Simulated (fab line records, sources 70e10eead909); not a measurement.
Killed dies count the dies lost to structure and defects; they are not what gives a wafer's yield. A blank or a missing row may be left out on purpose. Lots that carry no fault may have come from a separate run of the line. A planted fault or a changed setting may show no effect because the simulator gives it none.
fab line records	flow nand_harc
record lots=13	wafers=39	last_day=24
route steps=1159 shown A_BLC@985 A_M0@1012 END@1159
lots untouched by any fault: they come from a run of this same line in which no faults occurred
start_h: the number of hours between the record's first day and the start of the first shown wafer of the lot	wait_h: hours elapsed since this lot's preceding step	" the same as in the row above	L1.1+2: one row covering several wafers at once	- value missing, or start not given	* or withheld: withheld	< > ~ a bound
route shown NAME@n: names a module that has steps shown in the file, with the first one's number in the route	usual: the fault-free wafers' mean and standard deviation	same: alike in all rows	chamber/n: place in a boat	sites: each site's reading	_std_site: their standard deviation	_edge_site: outer sites' mean less inner sites'	radius_mm: for every site, how far away it sits from the centre of the wafer	mask NAME#n: copy n	behind: the tool/chamber that last shaped the wafer	hold: why the lot went on hold/how many hours it stayed there/how the hold came to an end	device: transistor that didn't switch, given as n, p or np	end of line: at the end of the route, the tests of the same wafers	a step given without rows: its recipe and nothing more	killed: count of dies lost to structure and defects at first sort (not the wafer's yield)	map: dies across one wafer; x = killed, . = not, _ = none there
set.NAME: the setting as run; set.NAME@STEP: as run at that earlier step	model.NAME: the simulator's own value behind a step, which no gauge read
steps of the route over a sample of lots; a table a step, a row a wafer
services: the hour from which a tool's chamber was out of use, counted from the record's first day as start_h (under 0 if before that day), plus the number of hours and why
## steps
# step NHARC_A_BLC_DEGAS_30
# recipe temp_c=300	time_s=60
# usual heater_power_w=459/48
lot.wafer	tool	chamber	start_h	wait_h	heater_power_w
L605.1	pvd_sputter-01	-	385.94	-	505
L605.3	"	-	"	"	358
L605.2	"	-	"	"	481
L606.2	pvd_sputter-01	-	395.09	-	465
L606.4	"	-	"	"	488
L606.1	"	-	"	"	366
L608.3	pvd_sputter-03	-	403.57	-	492
L608.4	"	-	"	"	471
L608.6	"	-	"	"	407
L610.2	pvd_sputter-02	-	423.19	-	470
L610.4	"	-	"	"	488
L610.6	"	-	"	"	476
L615.3	pvd_sputter-02	-	451.77	-	519
L615.1	"	-	"	"	474
L615.6	"	-	"	"	423
L614.1	pvd_sputter-02	-	457.86	-	479
L614.3	"	-	"	"	420
L614.6	"	-	"	"	481
L618.4	pvd_sputter-01	-	475.22	-	485
L618.6	"	-	"	"	484
L618.5	"	-	"	"	506
L620.3	pvd_sputter-03	-	476.68	-	488
L620.2	"	-	"	"	461
L620.6	"	-	"	"	501
L624.2	pvd_sputter-03	-	499.19	-	460
L624.6	"	-	"	"	413
L624.5	"	-	"	"	392
L625.4	pvd_sputter-01	-	499.43	-	476
L625.5	"	-	"	"	464
L625.6	"	-	"	"	502
L627.4	pvd_sputter-02	-	514.10	-	550
L627.6	"	-	"	"	543
L627.5	"	-	"	"	470
L628.1	pvd_sputter-02	-	519.14	-	491
L628.4	"	-	"	"	536
L628.6	"	-	"	"	485
L626.1	pvd_sputter-03	-	525.09	-	486
L626.2	"	-	"	"	420
L626.5	"	-	"	"	391
# step NHARC_A_BLC_INSPECT_28
# usual raw_defect_count=463/140
lot.wafer	tool	chamber	start_h	wait_h	raw_defect_count
L605.1	defect_inspect-02	-	391.98	0.1	390
L605.2	"	-	"	"	320
L605.3	"	-	"	"	521
L606.1	defect_inspect-01	-	400.33	0.1	466
L606.2	"	-	"	"	472
L606.4	"	-	"	"	661
L608.3	defect_inspect-02	-	405.79	0.1	584
L608.4	"	-	"	"	531
L608.6	"	-	"	"	708
L610.2	defect_inspect-01	-	428.03	0.1	501
L610.4	"	-	"	"	512
L610.6	"	-	"	"	457
L615.1	defect_inspect-01	-	454.67	0.1	577
L615.3	"	-	"	"	1039
L615.6	"	-	"	"	603
L614.1	defect_inspect-02	-	459.26	0.1	397
L614.3	"	-	"	"	816
L614.6	"	-	"	"	486
L618.4	defect_inspect-01	-	476.61	0.1	349
L618.5	"	-	"	"	428
L618.6	"	-	"	"	290
L620.2	defect_inspect-02	-	478.06	0.1	348
L620.3	"	-	"	"	287
L620.6	"	-	"	"	301
L624.2	defect_inspect-02	-	501.79	0.1	433
L624.5	"	-	"	"	308
L624.6	"	-	"	"	309
L625.4	defect_inspect-02	-	502.24	0.1	496
L625.5	"	-	"	"	597
L625.6	"	-	"	"	644
L627.4	defect_inspect-01	-	521.37	0.1	533
L627.5	"	-	"	"	377
L627.6	"	-	"	"	559
L628.1	defect_inspect-02	-	527.38	0.1	540
L628.4	"	-	"	"	356
L628.6	"	-	"	"	382
L626.1	defect_inspect-01	-	534.85	0.1	333
L626.2	"	-	"	"	400
L626.5	"	-	"	"	224
# step NHARC_A_M0_STRIP_19
# recipe time_s=600	temp_c=30	chemistry=post_etch_residue_remover
# usual bath_heat_duty_pct=12.7/1.4	run_length_s=603.0/1.1
lot.wafer	tool	chamber	start_h	wait_h	bath_heat_duty_pct	run_length_s
L605.1	wet_bench-05	2	393.72	-	13.3	604.3
L605.2	"	4	"	"	11.2	605.1
L605.3	"	5	"	"	12.3	603.0
L606.2	wet_bench-02	7	402.14	-	12.5	603.1
L606.4	"	0	"	"	15.8	603.0
L606.1	"	2	"	"	12.6	602.3
L608.4	wet_bench-04	3	407.55	-	11.6	603.0
L608.6	"	7	"	"	13.5	601.3
L608.3	"	0	"	"	12.7	602.3
L610.4	wet_bench-05	6	429.65	-	13.7	602.6
L610.6	"	0	"	"	13.5	602.5
L610.2	"	2	"	"	12.7	603.5
L615.3	wet_bench-04	3	456.56	-	13.6	602.6
L615.1	"	4	"	"	15.7	602.6
L615.6	"	5	"	"	11.2	603.4
L614.6	wet_bench-05	4	460.95	-	9.6	604.7
L614.3	"	0	"	"	14.0	602.3
L614.1	"	1	"	"	10.1	601.7
L618.6	wet_bench-04	4	478.38	-	-	-
L618.4	"	5	"	"	-	-
L618.5	"	6	"	"	-	-
L620.6	wet_bench-02	4	479.84	-	-	-
L620.2	"	5	"	"	-	-
L620.3	"	7	"	"	-	-
L624.2	wet_bench-02	0	503.40	-	13.6	604.1
L624.5	"	2	"	"	13.3	603.6
L624.6	"	3	"	"	12.6	602.4
L625.5	wet_bench-05	2	503.86	-	12.1	604.4
L625.4	"	5	"	"	11.5	603.4
L625.6	"	6	"	"	11.9	603.4
L627.5	wet_bench-04	7	523.34	-	13.7	601.7
L627.4	"	0	"	"	13.5	603.0
L627.6	"	1	"	"	11.8	602.2
L628.4	wet_bench-04	3	529.13	-	12.2	601.7
L628.6	"	5	"	"	11.2	603.6
L628.1	"	7	"	"	13.3	601.8
L626.2	wet_bench-04	5	536.48	-	11.0	603.8
L626.1	"	6	"	"	13.5	603.4
L626.5	"	7	"	"	12.9	602.3
# step NHARC_A_M0_THK_MEAS_24
# recipe thk_meas_gauge=xrf
# usual thk_nm=114.0/1.8
lot.wafer	tool	chamber	start_h	wait_h	thk_nm
L605.1	film_metro-01	-	395.39	-	116.8
L605.2	"	-	"	"	117.1
L605.3	"	-	"	"	117.9
L606.1	film_metro-02	-	403.85	-	113.4
L606.2	"	-	"	"	112.5
L606.4	"	-	"	"	114.6
L608.3	film_metro-01	-	409.21	-	117.2
L608.4	"	-	"	"	113.1
L608.6	"	-	"	"	113.2
L610.2	film_metro-01	-	431.42	-	114.1
L610.4	"	-	"	"	116.4
L610.6	"	-	"	"	111.9
L615.1	film_metro-01	-	458.21	-	115.4
L615.3	"	-	"	"	111.0
L615.6	"	-	"	"	116.0
L614.1	film_metro-02	-	462.67	-	112.2
L614.3	"	-	"	"	111.9
L614.6	"	-	"	"	113.6
L618.4	film_metro-01	-	480.11	-	115.1
L618.5	"	-	"	"	113.1
L618.6	"	-	"	"	113.6
L620.2	film_metro-02	-	481.61	-	114.6
L620.3	"	-	"	"	115.0
L620.6	"	-	"	"	115.1
L624.2	film_metro-02	-	505.28	-	116.1
L624.5	"	-	"	"	115.5
L624.6	"	-	"	"	114.3
L625.4	film_metro-01	-	506.09	-	111.9
L625.5	"	-	"	"	115.0
L625.6	"	-	"	"	117.1
L627.4	film_metro-02	-	524.99	-	115.2
L627.5	"	-	"	"	115.7
L627.6	"	-	"	"	112.3
L628.1	film_metro-02	-	530.80	-	112.2
L628.4	"	-	"	"	111.0
L628.6	"	-	"	"	114.0
L626.1	film_metro-02	-	538.13	-	112.2
L626.2	"	-	"	"	114.7
L626.5	"	-	"	"	112.8
# step NHARC_END_SORT_01
# recipe temp_c=25
# usual defect_limited_yield=95.5/1.3	killed_at_array=26/8.4	killed_at_other=0.7/0.97	killed_at_periphery=3.2/2.2	killed_dies=30/8.5	killed_open=3.4/2	killed_short=2/1.3	sort_bin_2_pct=1.5/0.52	sort_bin_3_pct=0.21/0.18	sort_bin_4_pct=2.8/0.91	sort_n_pass=647/8.5	sort_rim_yield_pct=94.8/2.7	sort_yield_pct=95.5/1.3
# same gross_dies=677	sort_bin_5_pct[%]=0	sort_bin_6_pct[%]=0	sort_bin_7_pct[%]=0	sort_bin_8_pct[%]=0	sort_rim_n_gross=106.00
lot.wafer	tool	chamber	start_h	wait_h	defect_limited_yield[%]	killed_at_array	killed_at_other	killed_at_periphery	killed_dies	killed_open	killed_short	sort_bin_2_pct[%]	sort_bin_3_pct[%]	sort_bin_4_pct[%]	sort_n_pass	sort_rim_yield_pct[%]	sort_yield_pct[%]
L605.1	prober-02	0	433.65	2.5	96.5	20	1	3	24	3	2	1.5	0.30	1.8	653	96.2	96.5
L605.2	prober-02	0	434.43	2.8	96.8	21	0	1	22	2	1	1.5	0.30	1.5	655	93.4	96.8
L605.3	prober-02	0	435.22	3.1	97.8	12	1	2	15	2	2	0.6	0.30	1.3	662	97.2	97.8
L606.1	prober-02	0	441.74	2.5	95.6	26	3	1	30	2	2	1.9	0.15	2.4	647	98.1	95.6
L606.2	prober-02	0	442.54	2.8	95.7	25	2	2	29	3	1	1.9	0.15	2.2	648	97.2	95.7
L606.4	prober-02	0	444.13	3.4	96.2	22	0	4	26	1	2	1.2	0	2.7	651	96.2	96.2
L608.3	prober-02	0	459.02	3.1	92.9	38	2	8	48	5	3	2.8	0.15	4.1	629	92.5	92.9
L608.4	prober-02	0	459.83	3.4	95.3	23	2	7	32	1	2	1.3	0.30	3.1	645	89.6	95.3
L608.6	prober-02	0	461.45	4.1	93.9	37	1	3	41	3	3	1.8	0.15	4.1	636	91.5	93.9
L610.2	prober-02	0	471.88	2.8	95.4	25	0	6	31	4	6	1.6	0	3.0	646	96.2	95.4
L610.4	prober-02	0	473.50	3.4	96.5	20	0	4	24	1	0	1.8	0.15	1.6	653	96.2	96.5
L610.6	prober-02	0	475.11	4.0	96.5	16	0	8	24	3	0	1.9	0	1.6	653	97.2	96.5
L614.1	prober-02	0	497.51	2.5	95.3	30	0	2	32	5	2	1.9	0.15	2.7	645	93.4	95.3
L614.3	prober-02	0	499.11	3.1	95.1	26	1	6	33	8	2	0.9	0.15	3.8	644	95.3	95.1
L614.6	prober-02	0	501.51	4.0	96.0	26	0	1	27	3	1	1.5	0.15	2.4	650	92.5	96.0
L615.1	prober-01	0	497.68	2.5	96.2	23	1	2	26	1	1	0.7	0.15	3.0	651	98.1	96.2
L615.3	prober-01	0	499.26	3.1	96.8	15	0	7	22	3	2	1.2	0	2.1	655	97.2	96.8
L615.6	prober-01	0	501.63	4.0	97.2	14	0	5	19	3	1	0.9	0.15	1.8	658	95.3	97.2
L618.4	prober-01	0	523.43	3.4	96.8	19	1	2	22	4	3	0.6	0.30	2.4	655	95.3	96.8
L618.5	prober-01	0	524.23	3.7	97.2	16	0	3	19	5	2	1.8	0	1.0	658	96.2	97.2
L618.6	prober-01	0	525.04	4.0	97.2	14	0	5	19	4	1	1.0	0	1.8	658	94.3	97.2
L620.2	prober-02	0	529.40	2.8	97.6	14	0	2	16	4	1	0.7	0.15	1.5	661	95.3	97.6
L620.3	prober-02	0	530.20	3.1	97.5	7	2	8	17	4	2	0.6	0.15	1.8	660	99.1	97.5
L620.6	prober-02	0	532.60	4.0	98.1	9	1	3	13	4	2	0.7	0.15	1.0	664	96.2	98.1
L625.4	prober-02	0	546.55	3.4	94.5	32	0	5	37	1	5	1.8	0.74	3.0	640	95.3	94.5
L625.5	prober-02	0	547.34	3.6	94.5	33	0	4	37	8	3	1.6	0	3.8	640	91.5	94.5
L625.6	prober-02	0	548.12	3.9	94.5	32	0	5	37	5	2	1.9	0	3.5	640	97.2	94.5
L624.2	prober-01	0	549.98	2.8	93.8	41	0	1	42	6	1	1.8	0	4.4	635	92.5	93.8
L624.5	prober-01	0	552.39	3.7	95.6	27	1	2	30	3	1	1.8	0	2.7	647	91.5	95.6
L624.6	prober-01	0	553.19	4.0	94.4	36	1	1	38	4	1	1.8	0.15	3.7	639	96.2	94.4
L627.4	prober-02	0	565.95	3.4	93.4	42	1	2	45	4	1	2.4	0	4.3	632	91.5	93.4
L627.5	prober-02	0	566.76	3.7	93.4	43	0	2	45	2	5	1.8	0.30	4.6	632	93.4	93.4
L627.6	prober-02	0	567.57	4.0	94.7	33	1	2	36	2	1	1.9	0.44	3.0	641	91.5	94.7
L628.1	prober-01	0	569.47	2.5	93.6	42	0	1	43	5	2	2.4	0.59	3.4	634	92.5	93.6
L628.4	prober-01	0	571.89	3.4	94.7	34	0	2	36	3	4	2.2	0	3.1	641	93.4	94.7
L628.6	prober-01	0	573.51	4.0	95.0	30	0	4	34	3	2	1.2	0.15	3.7	643	88.7	95.0
L626.1	prober-02	0	575.87	2.5	96.8	22	0	0	22	3	2	1.6	0.15	1.5	655	94.3	96.8
L626.2	prober-02	0	576.67	2.8	94.7	34	1	1	36	1	1	2.2	0	3.1	641	91.5	94.7
L626.5	prober-02	0	579.08	3.7	96.8	20	1	1	22	3	4	1.2	0.30	1.8	655	98.1	96.8
# killed by level:class
L605.1 A_SLIT:chamber_film_flake=8 A_CONTACT:chamber_film_flake=7 P_STI:geometric_particle:short=1 P_CONTACT:geometric_particle:open=1 A_CHANNEL_HOLE_D1:geometric_particle:short=1 A_WL_FILL:geometric_particle:open=1 A_CONTACT:geometric_particle:open=1 P_M1:chamber_film_flake=1
L605.2 A_SLIT:chamber_film_flake=8 A_CHANNEL_HOLE_D1:chamber_film_flake=5 A_CONTACT:chamber_film_flake=5 P_CONTACT:geometric_particle:open=1 A_CHANNEL_HOLE_D1:geometric_particle:short=1 A_M1:geometric_particle:open=1 A_STAIRCASE:chamber_film_flake=1
L605.3 A_CHANNEL_HOLE_D1:chamber_film_flake=3 A_SLIT:chamber_film_flake=3 A_CONTACT:chamber_film_flake=3 P_STI:geometric_particle:open=1 P_M1:geometric_particle:open=1 A_CHANNEL_HOLE_D1:geometric_particle:short=1 A_CONTACT:geometric_particle:short=1 A_WL_FILL:chamber_film_flake=1
L606.1 A_CHANNEL_HOLE_D1:chamber_film_flake=11 A_SLIT:chamber_film_flake=6 A_CONTACT:chamber_film_flake=5 THIN_TSV:chamber_film_flake=2 A_ONON_D1:geometric_particle:short=1 A_WL_FILL:geometric_particle:open=1 A_M0:geometric_particle:open=1 P_M1:chamber_film_flake=1
L606.2 A_CHANNEL_HOLE_D1:chamber_film_flake=11 A_SLIT:chamber_film_flake=5 A_CONTACT:chamber_film_flake=3 P_M1:chamber_film_flake=2 A_STAIRCASE:chamber_film_flake=2 A_WL_FILL:geometric_particle:open=1 A_WL_FILL:geometric_particle:short=1 A_BLC:geometric_particle:open=1
L606.4 A_CHANNEL_HOLE_D1:chamber_film_flake=9 A_SLIT:chamber_film_flake=6 A_CONTACT:chamber_film_flake=4 P_M1:chamber_film_flake=3 A_CHANNEL_FILL_D1:geometric_particle:short=1 A_M1:geometric_particle:open=1 A_M1:geometric_particle:short=1 P_STI:chamber_film_flake=1
L608.3 A_CHANNEL_HOLE_D1:chamber_film_flake=13 A_ZERO_WELL:chamber_film_flake=6 A_CONTACT:chamber_film_flake=6 P_M1:chamber_film_flake=5 A_STAIRCASE:chamber_film_flake=3 A_M0:geometric_particle:open=2 A_SLIT:chamber_film_flake=2 THIN_TSV:chamber_film_flake=2
L608.4 P_M1:chamber_film_flake=6 A_CHANNEL_HOLE_D1:chamber_film_flake=6 A_CONTACT:chamber_film_flake=5 A_WL_FILL:chamber_film_flake=4 A_CHANNEL_FILL_D1:chamber_film_flake=3 A_SLIT:chamber_film_flake=2 THIN_TSV:chamber_film_flake=2 A_ONON_D1:geometric_particle:open=1
L608.6 A_CHANNEL_HOLE_D1:chamber_film_flake=16 A_CONTACT:chamber_film_flake=5 A_CHANNEL_FILL_D1:chamber_film_flake=4 P_M1:chamber_film_flake=3 A_ZERO_WELL:chamber_film_flake=3 A_WL_FILL:geometric_particle:short=2 A_WL_FILL:chamber_film_flake=2 A_ONON_D1:geometric_particle:open=1
L610.2 A_CHANNEL_HOLE_D1:chamber_film_flake=10 P_STI:chamber_film_flake=4 A_BLC:geometric_particle:short=3 A_CONTACT:geometric_particle:short=2 A_STAIRCASE:chamber_film_flake=2 P_CONTACT:geometric_particle:open=1 A_SGD_CUT:geometric_particle:short=1 A_WL_FILL:geometric_particle:open=1
L610.4 A_CHANNEL_HOLE_D1:chamber_film_flake=17 P_CONTACT:geometric_particle:open=1 P_ZERO_WELL:chamber_film_flake=1 P_STI:chamber_film_flake=1 P_M1:chamber_film_flake=1 A_STAIRCASE:chamber_film_flake=1 A_WL_FILL:chamber_film_flake=1 A_CONTACT:chamber_film_flake=1
L610.6 A_CHANNEL_HOLE_D1:chamber_film_flake=13 P_ZERO_WELL:chamber_film_flake=3 P_M0:geometric_particle:open=2 P_STI:chamber_film_flake=2 A_STAIRCASE:chamber_film_flake=2 P_CONTACT:geometric_particle:open=1 A_CHANNEL_FILL_D1:chamber_film_flake=1
L614.1 A_SLIT:chamber_film_flake=15 A_STAIRCASE:chamber_film_flake=6 A_CHANNEL_HOLE_D1:chamber_film_flake=3 P_CONTACT:geometric_particle:open=1 A_ONON_D1:geometric_particle:open=1 A_ONON_D1:geometric_particle:short=1 A_CHANNEL_FILL_D1:geometric_particle:open=1 A_WL_FILL:geometric_particle:open=1
L615.1 A_SLIT:chamber_film_flake=17 A_CHANNEL_HOLE_D1:chamber_film_flake=3 P_ZERO_WELL:chamber_film_flake=1 A_BLC:geometric_particle:open=1 P_GATE:chamber_film_flake=1 STARTING-WAFER:geometric_particle:short=1 A_STAIRCASE:chamber_film_flake=1 A_WL_FILL:chamber_film_flake=1
L614.3 A_SLIT:chamber_film_flake=13 A_CHANNEL_HOLE_D1:chamber_film_flake=6 P_GATE:geometric_particle:open=2 P_GATE:geometric_particle:short=1 P_CONTACT:geometric_particle:open=1 P_M0:geometric_particle:open=1 A_ONON_D1:geometric_particle:open=1 A_CHANNEL_FILL_D1:geometric_particle:open=1
L615.3 P_GATE:chamber_film_flake=4 A_CHANNEL_HOLE_D1:chamber_film_flake=4 A_SLIT:chamber_film_flake=4 P_M0:geometric_particle:open=2 A_CONTACT:chamber_film_flake=2 A_ONON_D1:geometric_particle:open=1 A_CONTACT:geometric_particle:short=1 A_M0:geometric_particle:short=1
L614.6 A_STAIRCASE:chamber_film_flake=9 A_SLIT:chamber_film_flake=9 A_CONTACT:chamber_film_flake=3 A_CHANNEL_FILL_D1:geometric_particle:short=1 A_SGD_CUT:geometric_particle:open=1 A_BLC:geometric_particle:open=1 A_M0:geometric_particle:open=1 P_STI:chamber_film_flake=1
L615.6 A_SLIT:chamber_film_flake=5 P_GATE:chamber_film_flake=2 A_CHANNEL_HOLE_D1:chamber_film_flake=2 P_M0:geometric_particle:open=1 A_SGD_CUT:geometric_particle:short=1 A_WL_FILL:geometric_particle:open=1 A_BLC:geometric_particle:open=1 P_STI:chamber_film_flake=1
L618.4 A_CONTACT:chamber_film_flake=4 A_CHANNEL_HOLE_D1:chamber_film_flake=3 P_CONTACT:geometric_particle:open=2 A_CONTACT:geometric_particle:open=2 A_STAIRCASE:chamber_film_flake=2 A_SLIT:chamber_film_flake=2 A_ONON_D1:geometric_particle:short=1 A_BLC:geometric_particle:short=1
L618.5 A_STAIRCASE:chamber_film_flake=4 P_GATE:geometric_particle:open=2 A_CONTACT:chamber_film_flake=2 A_M1:chamber_film_flake=2 P_M0:geometric_particle:open=1 A_ONON_D1:geometric_particle:short=1 A_CHANNEL_FILL_D1:geometric_particle:short=1 A_CONTACT:geometric_particle:open=1
L618.6 A_CHANNEL_HOLE_D1:chamber_film_flake=3 A_CONTACT:geometric_particle:open=3 A_STAIRCASE:chamber_film_flake=3 P_GATE:chamber_film_flake=2 A_CONTACT:chamber_film_flake=2 P_GATE:geometric_particle:short=1 P_CONTACT:geometric_particle:open=1 P_ZERO_WELL:chamber_film_flake=1
L620.2 A_CHANNEL_HOLE_D1:chamber_film_flake=4 A_CONTACT:chamber_film_flake=3 A_STAIRCASE:chamber_film_flake=2 P_GATE:geometric_particle:open=1 A_ONON_D1:geometric_particle:short=1 A_CHANNEL_HOLE_D1:geometric_particle:open=1 A_STAIRCASE:geometric_particle:open=1 A_M0:geometric_particle:open=1
L620.3 P_STI:chamber_film_flake=6 P_M2:geometric_particle:open=2 A_STAIRCASE:chamber_film_flake=2 A_ONON_D1:geometric_particle:open=1 A_CHANNEL_FILL_D1:geometric_particle:short=1 A_STAIRCASE:geometric_particle:open=1 A_CONTACT:chamber_film_flake=1 STARTING-WAFER:geometric_particle:short=1
L620.6 A_CHANNEL_HOLE_D1:chamber_film_flake=3 A_STAIRCASE:chamber_film_flake=2 P_CONTACT:geometric_particle:open=1 P_M0:geometric_particle:open=1 A_CHANNEL_FILL_D1:geometric_particle:short=1 A_CHANNEL_FILL_D1:geometric_particle:open=1 A_CONTACT:geometric_particle:open=1 STARTING-WAFER:geometric_particle:short=1
L625.4 A_CHANNEL_HOLE_D1:chamber_film_flake=22 P_M2:chamber_film_flake=4 A_CONTACT:chamber_film_flake=4 A_CONTACT:geometric_particle:short=2 P_M0:geometric_particle:short=1 A_ONON_D1:geometric_particle:short=1 A_CHANNEL_HOLE_D1:geometric_particle:short=1 A_M0:geometric_particle:open=1
L625.5 A_CHANNEL_HOLE_D1:chamber_film_flake=15 A_CONTACT:chamber_film_flake=6 A_CHANNEL_FILL_D1:geometric_particle:open=2 A_BLC:geometric_particle:open=2 P_M2:chamber_film_flake=2 P_GATE:geometric_particle:open=1 A_ONON_D1:geometric_particle:short=1 A_CHANNEL_HOLE_D1:geometric_particle:open=1
L625.6 A_CHANNEL_HOLE_D1:chamber_film_flake=20 A_CONTACT:chamber_film_flake=5 P_M0:geometric_particle:open=2 A_ZERO_WELL:chamber_film_flake=2 A_M0:chamber_film_flake=2 P_GATE:geometric_particle:short=1 P_GATE:geometric_particle:open=1 P_M1:geometric_particle:open=1
L624.2 A_SLIT:chamber_film_flake=15 A_CHANNEL_HOLE_D1:chamber_film_flake=10 A_CONTACT:chamber_film_flake=7 A_CONTACT:geometric_particle:open=3 A_M0:chamber_film_flake=2 P_M2:geometric_particle:open=1 A_SOURCE_PLATE:geometric_particle:open=1 A_WL_FILL:geometric_particle:short=1
L624.5 A_SLIT:chamber_film_flake=8 A_CHANNEL_HOLE_D1:chamber_film_flake=6 A_CONTACT:chamber_film_flake=4 A_M0:chamber_film_flake=4 P_GATE:chamber_film_flake=2 A_WL_FILL:geometric_particle:short=1 A_WL_FILL:geometric_particle:open=1 A_CONTACT:geometric_particle:open=1
L624.6 A_SLIT:chamber_film_flake=14 A_CHANNEL_HOLE_D1:chamber_film_flake=11 A_CONTACT:chamber_film_flake=3 A_CONTACT:geometric_particle:open=2 A_M0:chamber_film_flake=2 A_CHANNEL_HOLE_D1:geometric_particle:open=1 A_WL_FILL:geometric_particle:short=1 STARTING-WAFER:geometric_particle:open=1
L627.4 A_CHANNEL_HOLE_D1:chamber_film_flake=26 A_CONTACT:chamber_film_flake=8 A_STAIRCASE:chamber_film_flake=2 P_M0:geometric_particle:open=1 A_SOURCE_PLATE:geometric_particle:open=1 A_CHANNEL_FILL_D1:geometric_particle:open=1 A_CHANNEL_FILL_D1:geometric_particle:short=1 STARTING-WAFER:geometric_particle:open=1
L627.5 A_CHANNEL_HOLE_D1:chamber_film_flake=22 A_CONTACT:chamber_film_flake=12 A_STAIRCASE:chamber_film_flake=3 P_STI:geometric_particle:open=1 P_STI:geometric_particle:short=1 A_SGD_CUT:geometric_particle:short=1 A_WL_FILL:geometric_particle:short=1 A_CONTACT:geometric_particle:short=1
L627.6 A_CHANNEL_HOLE_D1:chamber_film_flake=25 A_STAIRCASE:chamber_film_flake=2 A_CONTACT:chamber_film_flake=2 A_CHANNEL_FILL_D1:geometric_particle:short=1 P_M2:chamber_film_flake=1 A_BLC:geometric_particle:open=1 A_M0:geometric_particle:open=1 P_ZERO_WELL:chamber_film_flake=1
L628.1 A_SLIT:chamber_film_flake=23 A_CHANNEL_HOLE_D1:chamber_film_flake=4 A_ZERO_WELL:chamber_film_flake=3 A_CONTACT:chamber_film_flake=3 A_ONON_D1:geometric_particle:open=2 A_CHANNEL_FILL_D1:geometric_particle:short=2 A_WL_FILL:geometric_particle:open=1 A_CONTACT:geometric_particle:open=1
L628.4 A_CHANNEL_HOLE_D1:chamber_film_flake=10 A_CONTACT:chamber_film_flake=7 A_SLIT:chamber_film_flake=6 A_M0:chamber_film_flake=3 A_STAIRCASE:chamber_film_flake=2 P_M0:geometric_particle:open=1 P_M2:geometric_particle:open=1 A_CHANNEL_FILL_D1:geometric_particle:open=1
L628.6 A_CHANNEL_HOLE_D1:chamber_film_flake=13 A_SLIT:chamber_film_flake=7 A_CONTACT:chamber_film_flake=3 P_ZERO_WELL:chamber_film_flake=2 A_ZERO_WELL:chamber_film_flake=2 P_CONTACT:geometric_particle:open=1 P_M1:geometric_particle:open=1 A_ONON_D1:geometric_particle:short=1
L626.1 A_SLIT:chamber_film_flake=8 A_CHANNEL_HOLE_D1:chamber_film_flake=5 A_SGD_CUT:chamber_film_flake=2 A_SOURCE_PLATE:geometric_particle:open=1 A_CHANNEL_HOLE_D1:geometric_particle:open=1 A_CHANNEL_FILL_D1:geometric_particle:short=1 A_SGD_CUT:geometric_particle:short=1 A_CONTACT:geometric_particle:open=1
L626.2 A_SLIT:chamber_film_flake=23 A_CHANNEL_HOLE_D1:chamber_film_flake=5 A_SGD_CUT:chamber_film_flake=2 A_WL_FILL:geometric_particle:open=1 STARTING-WAFER:geometric_particle:short=1 P_ZERO_WELL:chamber_film_flake=1 A_CHANNEL_FILL_D1:chamber_film_flake=1 A_WL_FILL:chamber_film_flake=1
L626.5 A_SGD_CUT:chamber_film_flake=4 A_CHANNEL_HOLE_D1:chamber_film_flake=3 A_SLIT:chamber_film_flake=3 A_CHANNEL_FILL_D1:geometric_particle:open=1 A_STAIRCASE:geometric_particle:short=1 A_SGD_CUT:geometric_particle:short=1 A_WL_FILL:geometric_particle:open=1 A_CONTACT:geometric_particle:open=1
## services
tool	chamber	start_h	hours	kind
wet_bench-05	-	372.80	8.0	pm
wet_bench-05	0	380.80	-	consumable_replace:bath
pvd_sputter-02	-	392.00	10.0	pm
pvd_sputter-03	-	458.00	10.0	pm
wet_bench-05	-	479.08	1.2	repair
pvd_sputter-01	-	514.02	10.0	pm
wet_bench-04	-	515.20	8.0	pm
wet_bench-04	0	523.20	-	consumable_replace:bath
wet_bench-04	0	523.20	-	consumable_replace:filter
wet_bench-04	1	523.20	-	consumable_replace:bath
wet_bench-04	1	523.20	-	consumable_replace:filter
wet_bench-04	2	523.20	-	consumable_replace:bath
wet_bench-04	2	523.20	-	consumable_replace:filter
wet_bench-04	3	523.20	-	consumable_replace:bath
wet_bench-04	3	523.20	-	consumable_replace:filter
wet_bench-04	4	523.20	-	consumable_replace:bath
wet_bench-04	4	523.20	-	consumable_replace:filter
wet_bench-04	5	523.20	-	consumable_replace:bath
wet_bench-04	5	523.20	-	consumable_replace:filter
wet_bench-04	6	523.20	-	consumable_replace:bath
wet_bench-04	6	523.20	-	consumable_replace:filter
wet_bench-04	7	523.20	-	consumable_replace:bath
wet_bench-04	7	523.20	-	consumable_replace:filter
wet_bench-02	-	532.03	8.0	pm
## key
first_sign step=NHARC_A_M0_STRIP_19	reading=tool_record	direction=missing
effect none on later readings
met_at NHARC_A_M0_STRIP_19
struck_lots L618,L620
not_acting_at NHARC_A_BLC_DEGAS_30,NHARC_A_BLC_INSPECT_28,NHARC_A_M0_THK_MEAS_24
onset_between 456.56 478.38
fault kind=skipped_step_whole	tool=wet_bench-02,wet_bench-04	chamber=-	onset_h=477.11	steps=NHARC_A_M0_STRIP_19	scope=struck_lots_only
